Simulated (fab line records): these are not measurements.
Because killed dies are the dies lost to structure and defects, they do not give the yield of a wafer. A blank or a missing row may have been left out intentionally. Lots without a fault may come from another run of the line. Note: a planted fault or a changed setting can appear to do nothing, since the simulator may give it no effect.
fab line records | flow nand-harc
record lots=5 | wafers=15 | last-day=33
route steps=1302 shown THIN_TSV@1256 END@1302
lots with no fault: from the same line, run without faults
start-h: hours from the record's first day to the start of the lot's first wafer shown | wait-h: how many hours have passed since the lot's step before this one | " repeats the value in the row above | L1.1+2: a row that stands for several wafers | - either no value or no given start | * or withheld: withheld | < > ~ a bound
route shown NAME@n: names a module that has steps shown in the file, with the first one's number in the route | usual: mean/standard deviation of fault-free wafers | same: alike in all rows | chamber/n: place in a boat | sites: the reading at each site | _std_site: standard deviation across them | _edge_site: outer sites' mean less inner sites' | radius-mm: for every site, how far away it sits from the centre of the wafer | mask NAME#n: copy n | behind: tool/chamber where the wafer was last shaped | hold: cause of the lot's hold/its duration in hours/its outcome | device: whichever transistor did not switch (one of n, p or np) | end of line: tests of these same wafers at the route's end | for a step that has no rows: nothing shown but its recipe | killed: at the first sort, the dies lost to defects and structure; wafer yield is something else | map: dies across one wafer; x = killed, . = not, _ = none there
set.NAME: the setting the step ran with; set.NAME@STEP: the setting that earlier step ran with | model.NAME: the simulator's own value behind a step, which no gauge read
certain route steps with their lots: each step a table, each wafer a row
services: when a tool's chamber went out of use (start-h, in hours from the record's first day, below 0 if earlier), for how many hours, and the reason
## steps
# step NHARC_THIN_TSV_EXPOSE_09
# recipe na=0.55 | dose-mj=30.7 | mask-id=TSV
# step NHARC_THIN_TSV_PEB_10
# recipe peb-temp-c=118 | peb-time-s=85
# step NHARC_THIN_TSV_DEVELOP_11
# recipe time-s=70
# step NHARC_THIN_TSV_CD_MEAS_12
# recipe target-cd-nm=1000 | landing-energy-ev=500
# usual cd-nm=1000.0/2.1
lot.wafer | tool      | chamber | start-h | wait-h | cd-nm
L495.1    | cd-sem-01 | 0       | 584.45  | -      | 1000.4
L495.2    | "         | 0       | "       | "      | 999.8
L495.6    | "         | 0       | "       | "      | 997.5
L496.1    | cd-sem-01 | 0       | 589.03  | -      | 998.3
L496.3    | "         | 0       | "       | "      | 997.2
L496.6    | "         | 0       | "       | "      | 1000.0
L509.2    | cd-sem-01 | 0       | 725.60  | -      | 1000.4
L509.4    | "         | 0       | "       | "      | 998.9
L509.6    | "         | 0       | "       | "      | 997.9
L511.4    | cd-sem-03 | 0       | 747.76  | -      | 1002.0
L511.5    | "         | 0       | "       | "      | 1003.0
L511.6    | "         | 0       | "       | "      | 1003.0
L514.1    | cd-sem-03 | 0       | 773.05  | -      | 998.0
L514.4    | "         | 0       | "       | "      | 995.6
L514.6    | "         | 0       | "       | "      | 998.3
# step NHARC_THIN_TSV_HARDBAKE_13
# recipe temp-c=125 | time-s=80
# step NHARC_THIN_TSV_DESCUM_14
# recipe time-s=3 | o2-flow-sccm=200 | ar-flow-sccm=0 | bias-power-w=0 | chemistry=O2
# usual drypump-motor-current-A=5.3/0.44 | o2-flow-sccm=200.1/0.58 | oes-product-au=0.995/0.0093 | rf-vpp-V=57.7/0.9 | showerhead-plenum-p-Torr=1.87/0.079 | throttle-valve-pct=11.311/0.0089
lot.wafer | tool        | chamber | start-h | wait-h | drypump-motor-current-A | o2-flow-sccm | oes-product-au | rf-hours-counter-h | rf-vpp-V | showerhead-plenum-p-Torr | throttle-valve-pct
L495.2    | rie-diel-13 | 1       | 584.61  | -      | 5.0                     | 199.4        | 0.982          | 3.7                | 57.7     | 1.87                     | 11.293
L495.1    | "           | 2       | "       | "      | 6.2                     | 200.4        | 0.992          | 3.4                | 56.9     | 1.80                     | 11.318
L495.6    | "           | 1       | "       | "      | 5.0                     | 200.5        | 0.975          | -                  | 57.6     | 1.88                     | 11.311
L496.1    | rie-diel-13 | 2       | 589.20  | -      | 6.2                     | 199.4        | 0.982          | 3.9                | 57.1     | 1.80                     | 11.330
L496.3    | "           | 0       | "       | "      | 5.7                     | 199.8        | 0.980          | 3.2                | 58.2     | 1.83                     | 11.310
L496.6    | "           | 1       | "       | "      | 5.0                     | 199.1        | 0.984          | -                  | 56.1     | 1.87                     | 11.301
L509.4    | rie-diel-09 | 2       | 725.76  | -      | 4.7                     | 199.6        | 0.998          | 1.4                | 58.0     | 1.89                     | 11.297
L509.2    | "           | 1       | "       | "      | 5.8                     | 199.9        | 0.992          | 1.9                | 57.6     | 2.02                     | 11.302
L509.6    | "           | 2       | "       | "      | 4.8                     | 200.1        | 0.997          | -                  | 58.7     | 1.89                     | 11.318
L511.4    | rie-diel-13 | 2       | 747.91  | -      | 6.2                     | 199.9        | 0.996          | 1.7                | 56.9     | 1.80                     | 11.314
L511.5    | "           | 2       | "       | "      | 6.2                     | 199.5        | 1.002          | -                  | 58.0     | 1.80                     | 11.299
L511.6    | "           | 3       | "       | "      | 5.0                     | 200.5        | 0.996          | -                  | 57.5     | 1.88                     | 11.319
L514.4    | rie-diel-08 | 3       | 773.21  | -      | 5.2                     | 200.5        | 0.987          | 2.1                | 56.0     | 1.79                     | 11.310
L514.1    | "           | 2       | "       | "      | 4.8                     | 200.5        | 0.981          | 2.0                | 58.9     | 1.94                     | 11.310
L514.6    | "           | 3       | "       | "      | 5.2                     | 200.9        | 0.991          | -                  | 58.4     | 1.79                     | 11.300
# step NHARC_THIN_TSV_ETCH_44
# recipe target-depth-a=15942 | time-s=797.1 | cf4-flow-sccm=150 | o2-flow-sccm=10 | ar-flow-sccm=0 | rf-w=300 | bias-w=800 | chemistry=CF4/O2
# usual drypump-motor-current-A=5.3/0.46 | o2-flow-sccm=9.99/0.031 | oes-product-au=0.994/0.0089 | rf-vpp-V=792/4.6 | showerhead-plenum-p-Torr=1.80/0.073 | throttle-valve-pct=16.913/0.0084
lot.wafer | tool        | chamber | start-h | wait-h | drypump-motor-current-A | o2-flow-sccm | oes-product-au | rf-hours-counter-h | rf-vpp-V | showerhead-plenum-p-Torr | throttle-valve-pct
L495.2    | rie-diel-13 | 2       | 584.75  | 0.1    | 6.2                     | 9.98         | 0.997          | 3.6                | 787      | 1.73                     | 16.911
L495.1    | "           | 3       | "       | "      | 5.1                     | 9.96         | 0.994          | 2.8                | 792      | 1.81                     | 16.906
L495.6    | "           | 2       | "       | "      | 6.2                     | 10.00        | 0.996          | -                  | 788      | 1.73                     | 16.919
L496.3    | rie-diel-13 | 1       | 589.33  | 0.1    | 5.0                     | 10.03        | 0.982          | 4.3                | 793      | 1.80                     | 16.915
L496.1    | "           | 3       | "       | "      | 5.1                     | 9.99         | 0.997          | 3.0                | 792      | 1.81                     | 16.910
L496.6    | "           | 1       | "       | "      | 5.0                     | 10.01        | 0.997          | -                  | 791      | 1.80                     | 16.908
L509.2    | rie-diel-09 | 2       | 725.95  | 0.2    | 4.7                     | 9.97         | 0.997          | 1.5                | 793      | 1.81                     | 16.915
L509.4    | "           | 3       | "       | "      | 5.1                     | 10.00        | 0.997          | 1.6                | 790      | 1.75                     | 16.921
L509.6    | "           | 1       | "       | "      | 5.8                     | 10.00        | 0.995          | -                  | 799      | 1.92                     | 16.919
L511.4    | rie-diel-13 | 3       | 748.11  | 0.2    | 5.1                     | 10.01        | 0.994          | 1.9                | 793      | 1.81                     | 16.924
L511.5    | "           | 1       | "       | "      | 5.0                     | 9.99         | 1.010          | -                  | 793      | 1.80                     | 16.903
L511.6    | "           | 2       | "       | "      | 6.2                     | 9.94         | 0.995          | -                  | 787      | 1.73                     | 16.896
L514.4    | rie-diel-08 | 3       | 773.30  | 0.1    | 5.2                     | 10.04        | 0.990          | 2.2                | 788      | 1.72                     | 16.927
L514.1    | "           | 0       | "       | "      | 5.0                     | 10.03        | 1.006          | 1.9                | 789      | 1.75                     | 16.899
L514.6    | "           | 3       | "       | "      | 5.2                     | 10.05        | 0.998          | -                  | 787      | 1.72                     | 16.926
# step NHARC_THIN_TSV_ETCH_15
# recipe target-depth-a=30000 | bosch-target-overetch-cycles=2 | bosch-etch-step-s=2.8 | bosch-dep-step-s=1.2 | bosch-cycles=14
# usual drypump-motor-current-A=5.5/0.46
lot.wafer | tool      | chamber | start-h | wait-h | drypump-motor-current-A | rf-hours-counter-h
L495.2    | rie-si-03 | 1       | 585.26  | -      | 5.5                     | 0
L495.1    | "         | 0       | "       | "      | 5.8                     | 0
L495.6    | "         | 1       | "       | "      | 5.5                     | -
L496.3    | rie-si-04 | 1       | 589.84  | -      | 4.9                     | 0.3
L496.1    | "         | 2       | "       | "      | 5.8                     | 0.4
L496.6    | "         | 1       | "       | "      | 4.9                     | -
L509.4    | rie-si-02 | 0       | 726.41  | -      | 6.5                     | 0.6
L509.2    | "         | 1       | "       | "      | 5.0                     | 0.6
L509.6    | "         | 1       | "       | "      | 5.0                     | -
L511.4    | rie-si-04 | 3       | 748.58  | -      | 4.9                     | 0.2
L511.6    | "         | 2       | "       | "      | 5.7                     | -
L511.5    | "         | 3       | "       | "      | 4.9                     | -
L514.4    | rie-si-02 | 1       | 773.88  | -      | 5.0                     | 0.9
L514.1    | "         | 3       | "       | "      | 5.5                     | 0.8
L514.6    | "         | 0       | "       | "      | 6.5                     | -
# step NHARC_THIN_TSV_CD_MEAS_16
# usual cd-nm=1000.3/2.1
lot.wafer | tool      | chamber | start-h | wait-h | cd-nm
L495.1    | cd-sem-03 | -       | 585.40  | 0.1    | 1000.0
L495.2    | "         | -       | "       | "      | 999.8
L495.6    | "         | -       | "       | "      | 997.9
L496.1    | cd-sem-02 | -       | 589.98  | 0.1    | 998.1
L496.3    | "         | -       | "       | "      | 997.1
L496.6    | "         | -       | "       | "      | 1000.2
L509.2    | cd-sem-02 | -       | 726.55  | 0.1    | 1000.4
L509.4    | "         | -       | "       | "      | 999.4
L509.6    | "         | -       | "       | "      | 997.5
L511.4    | cd-sem-02 | -       | 748.73  | 0.1    | 1001.2
L511.5    | "         | -       | "       | "      | 1002.6
L511.6    | "         | -       | "       | "      | 1004.0
L514.1    | cd-sem-03 | -       | 774.01  | 0.1    | 997.5
L514.4    | "         | -       | "       | "      | 995.5
L514.6    | "         | -       | "       | "      | 998.2
# step NHARC_THIN_TSV_STRIP_45
# recipe power-w=1500 | temp-c=250 | chemistry=O2
# usual drypump-motor-current-A=5.6/0.37 | heater-power-w=348/11
lot.wafer | tool            | chamber | start-h | wait-h | drypump-motor-current-A | heater-power-w | rf-hours-counter-h
L495.2    | plasma-asher-02 | 0       | 585.48  | 0.1    | 5.8                     | 331            | 31
L495.1    | "               | 1       | "       | "      | 6.1                     | 351            | 31
L495.6    | "               | 0       | "       | "      | 5.8                     | 323            | -
L496.1    | plasma-asher-01 | 0       | 590.10  | 0.1    | 5.0                     | 362            | 13
L496.3    | "               | 0       | "       | "      | 5.0                     | 349            | -
L496.6    | "               | 0       | "       | "      | 5.1                     | 354            | -
L509.2    | plasma-asher-02 | 1       | 726.67  | 0.1    | 6.1                     | 353            | 25
L509.4    | "               | 0       | "       | "      | 5.8                     | 355            | -
L509.6    | "               | 0       | "       | "      | 5.8                     | 346            | -
L511.4    | plasma-asher-01 | 1       | 748.94  | 0.2    | 5.5                     | 354            | -
L511.6    | "               | 0       | "       | "      | 5.1                     | 372            | -
L511.5    | "               | 1       | "       | "      | 5.5                     | 337            | -
L514.1    | plasma-asher-01 | 1       | 774.14  | 0.1    | 5.5                     | 330            | 12
L514.4    | "               | 0       | "       | "      | 5.0                     | 363            | -
L514.6    | "               | 1       | "       | "      | 5.5                     | 340            | -
# step NHARC_THIN_TSV_STRIP_46
# recipe time-s=1200 | temp-c=72.5 | chemistry=post-etch-residue-remover
# step NHARC_THIN_TSV_DEP_47
# recipe target-thk-a=2000 | temp-c=withheld | pressure-torr=6.5 | rf-w=900 | teos-flow-sccm=161.4 | flow-sccm=2650 | target-thk-nm=200 | gas=O2 | material=SiO2
# step NHARC_THIN_TSV_ETCHBACK_48
# recipe target-depth-a=10285 | over-etch-frac=0.3 | time-s=405.17 | ion-energy-ev=250 | c4f8-flow-sccm=withheld | ar-flow-sccm=withheld | rf-w=600 | bias-w=300 | chemistry=C4F8/Ar
# usual oes-product-au=0.943/0.029 | rf-vpp-V=546/3.4 | run-length-s=426.7/0.43
lot.wafer | tool        | chamber | start-h | wait-h | oes-product-au | rf-hours-counter-h | rf-vpp-V | run-length-s
L495.1    | rie-diel-09 | 3       | 586.68  | -      | 0.912          | 3.2                | 543      | 426.8
L495.2    | "           | 1       | "       | "      | 0.911          | 3.2                | 553      | 426.8
L495.6    | "           | 3       | "       | "      | 0.915          | -                  | 544      | 426.8
L496.1    | rie-diel-08 | 2       | 591.30  | -      | 0.905          | 2.7                | 548      | 426.3
L496.3    | "           | 0       | "       | "      | 0.913          | 1.6                | 544      | 427.4
L496.6    | "           | 2       | "       | "      | 0.904          | -                  | 548      | 426.0
L509.4    | rie-diel-09 | 3       | 727.83  | -      | 0.962          | 1.8                | 543      | 426.7
L509.2    | "           | 1       | "       | "      | 0.969          | 2.4                | 551      | 426.9
L509.6    | "           | 0       | "       | "      | 0.990          | -                  | 545      | 171.6
L511.4    | rie-diel-13 | 1       | 750.24  | 0.4    | 0.935          | 2.2                | 545      | 426.8
L511.6    | "           | 2       | "       | "      | 0.912          | -                  | 542      | 426.2
L511.5    | "           | 3       | "       | "      | 0.916          | -                  | 546      | 426.8
L514.4    | rie-diel-08 | 3       | 775.35  | -      | 0.919          | 2.6                | 542      | 426.9
L514.1    | "           | 1       | "       | "      | 0.922          | 2.0                | 551      | 427.2
L514.6    | "           | 0       | "       | "      | 0.937          | -                  | 545      | 426.9
# step NHARC_THIN_TSV_STRIP_62
# recipe power-w=1500 | temp-c=250 | time-s=20 | chemistry=N2/H2
# usual drypump-motor-current-A=5.7/0.36 | heater-power-w=348/10
lot.wafer | tool            | chamber | start-h | wait-h | drypump-motor-current-A | heater-power-w | rf-hours-counter-h
L495.2    | plasma-asher-01 | 1       | 587.04  | -      | 5.5                     | 329            | 12
L495.1    | "               | 0       | "       | "      | 5.1                     | 349            | 12
L495.6    | "               | 1       | "       | "      | 5.5                     | 338            | -
L496.1    | plasma-asher-02 | 0       | 591.71  | -      | 5.8                     | 332            | 34
L496.3    | "               | 0       | "       | "      | 5.8                     | 328            | -
L496.6    | "               | 1       | "       | "      | 6.1                     | 357            | -
L509.2    | plasma-asher-02 | 0       | 728.19  | -      | 5.8                     | 345            | 25
L509.4    | "               | 1       | "       | "      | 6.0                     | 360            | -
L509.6    | "               | 1       | "       | "      | 6.0                     | 357            | -
L511.4    | plasma-asher-02 | 1       | 750.53  | -      | 6.1                     | 350            | -
L511.5    | "               | 1       | "       | "      | 6.1                     | 347            | -
L511.6    | "               | 0       | "       | "      | 5.8                     | 345            | -
L514.1    | plasma-asher-01 | 0       | 775.77  | -      | 5.0                     | 357            | 13
L514.4    | "               | 1       | "       | "      | 5.5                     | 336            | -
L514.6    | "               | 1       | "       | "      | 5.5                     | 336            | -
# step NHARC_END_SORT_01
# recipe temp-c=25
# usual defect-limited-yield=91/3 | killed-at-array=54/21 | killed-at-other=1.0/1.2 | killed-at-periphery=3.6/2.6 | killed-dies=58/20 | killed-open=3.3/1.9 | killed-short=2.6/1.5 | sort_bin_2_pct=3.1/1.4 | sort_bin_3_pct=0.6/0.37 | sort_bin_4_pct=4.9/1.6 | sort-n-pass=619/20 | sort-rim-yield-pct=91/4.3 | sort-yield-pct=91/3
# same gross-dies=677 | sort_bin_5_pct[%]=0 | sort_bin_6_pct[%]=0 | sort_bin_7_pct[%]=0 | sort_bin_8_pct[%]=0 | sort-rim-n-gross=106.00
lot.wafer | tool      | chamber | start-h | wait-h | defect-limited-yield[%] | killed-at-array | killed-at-other | killed-at-periphery | killed-dies | killed-open | killed-short | sort_bin_2_pct[%] | sort_bin_3_pct[%] | sort_bin_4_pct[%] | sort-n-pass | sort-rim-yield-pct[%] | sort-yield-pct[%]
L496.1    | prober-01 | 0       | 602.53  | 2.5    | 85                      | 97              | 1               | 3                   | 101         | 1           | 3            | 5.6               | 1.3               | 8.0               | 576         | 84                    | 85
L496.3    | prober-01 | 0       | 604.14  | 3.1    | 87                      | 82              | 3               | 1                   | 86          | 5           | 4            | 5.3               | 1.6               | 5.8               | 591         | 87                    | 87
L496.6    | prober-01 | 0       | 606.56  | 4.0    | 87                      | 89              | 0               | 0                   | 89          | 3           | 3            | 5.0               | 0.7               | 7.4               | 588         | 89                    | 87
L509.6    | prober-02 | 0       | 744.53  | 4.0    | 0                       | 37              | 638             | 2                   | 677         | 5           | 2            | 96.6              | 0.3               | 3.1               | 0           | 0                     | 0
# killed by level:class
L496.1 A_CHANNEL_HOLE_D1:chamber-film-flake=37 A_CHANNEL_HOLE_D2:chamber-film-flake=32 A_SLIT:chamber-film-flake=18 A_STAIRCASE:chamber-film-flake=5 A_CHANNEL_FILL_D1:geometric-particle:short=2 A_DECK1_JOINT:geometric-particle:short=1 A_CONTACT:geometric-particle:open=1 P_ZERO_WELL:chamber-film-flake=1
L496.3 A_CHANNEL_HOLE_D1:chamber-film-flake=27 A_CHANNEL_HOLE_D2:chamber-film-flake=24 A_SLIT:chamber-film-flake=13 A_STAIRCASE:chamber-film-flake=7 THIN_TSV:chamber-film-flake=3 A_CHANNEL_FILL_D1:geometric-particle:short=2 A_M0:geometric-particle:open=2 A_CONTACT:chamber-film-flake=2
L496.6 A_CHANNEL_HOLE_D1:chamber-film-flake=32 A_CHANNEL_HOLE_D2:chamber-film-flake=30 A_SLIT:chamber-film-flake=13 A_STAIRCASE:chamber-film-flake=4 A_CHANNEL_HOLE_D1:geometric-particle:short=2 A_CHANNEL_FILL_D2:chamber-film-flake=2 A_CHANNEL_FILL_D1:geometric-particle:open=1 A_CHANNEL_HOLE_D2:geometric-particle:short=1
L509.6 THIN_TSV:area-etchback=638 A_SLIT:chamber-film-flake=16 A_CHANNEL_HOLE_D2:chamber-film-flake=7 A_CHANNEL_HOLE_D1:chamber-film-flake=6 A_CHANNEL_FILL_D2:geometric-particle:short=2 P_CONTACT:geometric-particle:open=1 P_M0:geometric-particle:open=1 A_CHANNEL_HOLE_D1:geometric-particle:open=1
# map L509.6 (x killed, . not)
____________x____________
_________xxxxxxx_________
_______xxxxxxxxxxx_______
______xxxxxxxxxxxxx______
_____xxxxxxxxxxxxxxx_____
____xxxxxxxxxxxxxxxxx____
____xxxxxxxxxxxxxxxxx____
___xxxxxxxxxxxxxxxxxxx___
___xxxxxxxxxxxxxxxxxxx___
__xxxxxxxxxxxxxxxxxxxxx__
__xxxxxxxxxxxxxxxxxxxxx__
_xxxxxxxxxxxxxxxxxxxxxxx_
_xxxxxxxxxxxxxxxxxxxxxxx_
_xxxxxxxxxxxxxxxxxxxxxxx_
_xxxxxxxxxxxxxxxxxxxxxxx_
_xxxxxxxxxxxxxxxxxxxxxxx_
xxxxxxxxxxxxxxxxxxxxxxxxx
xxxxxxxxxxxxxxxxxxxxxxxxx
xxxxxxxxxxxxxxxxxxxxxxxxx
xxxxxxxxxxxxxxxxxxxxxxxxx
xxxxxxxxxxxxxxxxxxxxxxxxx
_xxxxxxxxxxxxxxxxxxxxxxx_
_xxxxxxxxxxxxxxxxxxxxxxx_
_xxxxxxxxxxxxxxxxxxxxxxx_
_xxxxxxxxxxxxxxxxxxxxxxx_
_xxxxxxxxxxxxxxxxxxxxxxx_
__xxxxxxxxxxxxxxxxxxxxx__
__xxxxxxxxxxxxxxxxxxxxx__
___xxxxxxxxxxxxxxxxxxx___
___xxxxxxxxxxxxxxxxxxx___
____xxxxxxxxxxxxxxxxx____
____xxxxxxxxxxxxxxxxx____
_____xxxxxxxxxxxxxxx_____
______xxxxxxxxxxxxx______
_______xxxxxxxxxxx_______
_________xxxxxxx_________
____________x____________
# map L495.2 (x killed, . not)
____________.____________
_________......._________
_______..........._______
______.x...........______
_____x..xx.........._____
____...x.............____
____x..x.x.........x.____
___.xxx..............x___
___.xxxx..............___
__x.xxxxx..............__
__...xxx...............__
_....xxx................_
_x..x.x..x.............._
_......................._
_......x....x..........._
_......................._
..x......................
...x...........x.........
.........................
...........x.............
...............x........x
_..xx......x............_
_......................._
_.x.x..................._
_.x....................._
_.xx...................._
__xx.........x.........__
__x....................__
___.x.................___
___...................___
____.................____
____x.......x........____
_____.........x....._____
______.............______
_______..........x_______
_________......._________
____________.____________
## services
tool            | chamber | start-h | hours | kind
rie-si-03       | -       | 575.00  | 9.0   | pm
rie-diel-09     | 2       | 575.44  | 5.1   | repair
rie-diel-13     | 0       | 577.00  | -     | clean
rie-diel-13     | 2       | 578.29  | 4.9   | repair
rie-diel-08     | 0       | 581.15  | 3.3   | repair
rie-si-02       | 1       | 589.36  | 14.3  | repair
plasma-asher-02 | -       | 603.00  | 9.0   | pm
rie-diel-09     | 3       | 609.11  | 21.1  | repair
plasma-asher-01 | -       | 629.10  | 0.8   | repair
rie-diel-13     | 0       | 629.70  | 9.9   | repair
rie-si-02       | -       | 631.00  | 9.0   | pm
rie-si-03       | 3       | 671.61  | 9.6   | repair
rie-diel-09     | -       | 674.10  | 9.0   | pm
rie-diel-13     | -       | 696.00  | 9.0   | pm
rie-si-04       | -       | 696.01  | 9.0   | pm
plasma-asher-01 | -       | 696.53  | 9.0   | pm
rie-si-02       | -       | 704.70  | 0.9   | repair
rie-si-04       | 2       | 712.96  | 16.1  | repair
plasma-asher-02 | -       | 717.39  | 0.3   | repair
rie-diel-08     | -       | 721.80  | 9.0   | pm
rie-si-04       | 2       | 735.49  | 5.9   | repair
rie-diel-13     | -       | 741.53  | 2.2   | repair
rie-diel-08     | -       | 750.32  | 0.3   | repair
rie-si-03       | -       | 752.00  | 9.0   | pm
## key
first-sign step=NHARC_THIN_TSV_ETCHBACK_48 | reading=run-length-s | direction=down | sigmas=99+ | usual=* | struck=*
effect step=NHARC_END_SORT_01 | reading=killed-at-other | direction=up | sigmas=99+ | usual=1.0 | struck=638
more-kills-born-at NHARC_THIN_TSV_ETCHBACK_48@rie-diel-09=638
met-at NHARC_THIN_TSV_ETCHBACK_48
struck-wafers L509.6
later-rows-left-out L509.6
fault kind=process-parameter-drift | tool=rie-diel-09 | chamber=0 | onset-h=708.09 | steps=NHARC_THIN_TSV_ETCHBACK_48 | channel=time-s | offset=* | shape=step | end-h=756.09 | acts-in=* | stated=*
# later-rows-left-out: the simulator's readings of these wafers behind a module that went badly wrong aren't trusted and aren't shown, but for the sort
